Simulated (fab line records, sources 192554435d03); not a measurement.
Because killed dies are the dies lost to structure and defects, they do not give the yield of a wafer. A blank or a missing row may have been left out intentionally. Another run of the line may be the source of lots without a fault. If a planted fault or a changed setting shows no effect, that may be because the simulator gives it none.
Split-lot study ; flow n5Finfet ; 39 wafers read across 7 lots, on a route 1938 steps long

ON THE SPLIT
At N5_MOL_CONTACT_COAG_ETCH_124 (etches SiNx in CH3F/O2, stops on SiOC, target depth 6.5 nm), the setting biasW was moved away from the recipe's 73 W on 15 of the 39 wafers read, by -14.9% to +9.1%. This setting was run at the recipe's value on the other wafers.

The split's own step is where the reading is taken.

THE READING
rfVppV, in V, at N5_MOL_CONTACT_COAG_ETCH_124 (etches SiNx in CH3F/O2, stops on SiOC, target depth 6.5 nm). On this fab line, fault-free wafers typically give 298.8 V with a standard deviation of 2.4 V.

wafer;tool, chamber at the split;biasW as run, W;against the recipe;rfVppV, V;against lot-mates on the recipe
L074.1;rieDiel-01, 0;66.34;-9.1%;277.9;-22.2
L074.2;rieDiel-01, 3;73;recipe;300.4;-
L074.3;rieDiel-01, 1;66.34;-9.1%;278.5;-21.6
L074.4;rieDiel-01, 2;73;recipe;300.9;-
L074.5;rieDiel-01, 0;73;recipe;298.9;-
L074.6;rieDiel-01, 3;66.34;-9.1%;277.4;-22.7
L075.3;rieDiel-01, 2;73;recipe;300.5;-
L075.4;rieDiel-01, 1;73;recipe;302.0;-
L075.5;rieDiel-01, 2;73;recipe;299.4;-
L077.1;rieDiel-01, 1;67.04;-8.2%;282.4;-17.5
L077.2;rieDiel-01, 2;67.04;-8.2%;280.5;-19.4
L077.3;rieDiel-01, 0;73;recipe;300.0;-
L077.4;rieDiel-01, 1;73;recipe;301.7;-
L077.5;rieDiel-01, 0;73;recipe;297.9;-
L077.6;rieDiel-01, 2;67.04;-8.2%;280.5;-19.4
L083.1;rieDiel-03, 1;73;recipe;295.6;-
L083.2;rieDiel-03, 0;79.61;+9.1%;321.1;+24.7
L083.3;rieDiel-03, 3;73;recipe;297.2;-
L083.4;rieDiel-03, 3;73;recipe;296.3;-
L083.5;rieDiel-03, 1;79.61;+9.1%;316.9;+20.5
L083.6;rieDiel-03, 0;79.61;+9.1%;320.4;+24.0
L084.1;rieDiel-03, 3;62.13;-14.9%;261.2;-35.0
L084.2;rieDiel-03, 2;62.13;-14.9%;265.1;-31.1
L084.3;rieDiel-03, 0;73;recipe;299.9;-
L084.4;rieDiel-03, 1;73;recipe;295.7;-
L084.5;rieDiel-03, 0;62.13;-14.9%;262.7;-33.5
L084.6;rieDiel-03, 1;73;recipe;293.0;-
L087.1;rieDiel-03, 3;76.63;+5.0%;308.8;+8.6
L087.2;rieDiel-03, 2;73;recipe;301.2;-
L087.3;rieDiel-03, 0;76.63;+5.0%;309.6;+9.4
L087.4;rieDiel-03, 1;73;recipe;296.2;-
L087.5;rieDiel-03, 3;76.63;+5.0%;308.4;+8.2
L087.6;rieDiel-03, 2;73;recipe;303.3;-
L096.1;rieDiel-04, 0;73;recipe;295.8;-
L096.2;rieDiel-04, 3;73;recipe;301.5;-
L096.3;rieDiel-04, 2;73;recipe;298.1;-
L096.4;rieDiel-04, 3;73;recipe;301.6;-
L096.5;rieDiel-04, 0;73;recipe;295.8;-
L096.6;rieDiel-04, 2;73;recipe;297.2;-

THE FIT
A straight line over all 39 wafers: rfVppV changes by +2.3 V for each +1% of biasW; r = +0.99; the points scatter about the line by 2.3 V.
The same after taking each lot's own level away (the mean of its wafers on the recipe; 39 wafers): +2.3 V for each +1%; r = +0.99; scatter 2.1 V.
On that fit, the largest move of biasW shifts the reading by 34 V.
The span of the lots' own levels, 296.20 to 300.63 V, comes to 1.8 times the standard deviation stated above.
Consequently the slope shifts little with the lot-to-lot level, the two slopes agreeing.
Check: for one of the wafers moved furthest among these (-14.9%), held out of the fit, the line's prediction against its lot-mates is -34.2 V. Against them it came out at -35 V.
Tool readings at the split's step, against how far the setting was moved: rfVppV r = +0.99.

ADDITIONAL SPLITS CARRIED BY THESE WAFERS
Note: prior to the reading, these wafers also went through further splits. Each is held against what the fit with the lots' levels taken away leaves over:
other split on the same wafers;wafers away from the commonest value;r with rfVppV (lot level and that fit taken away)
N5_FIN_SAQP_ALD_61 tempC;12;-0.08
N5_FIN_SAQP_MANDREL_ETCH_22 targetDepthA;12;-0.03
N5_DUMMY_GATE_CVD_03 tempC;30;-0.19
N5_DUMMY_GATE_EXPOSE_12 doseMj;15;+0.15
N5_SD_EPI_N_LINER_46 targetThkA;15;+0.17

FILE'S OWN FIT
rfVppV changes by +2.3 V for each +1% of biasW, r = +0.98.
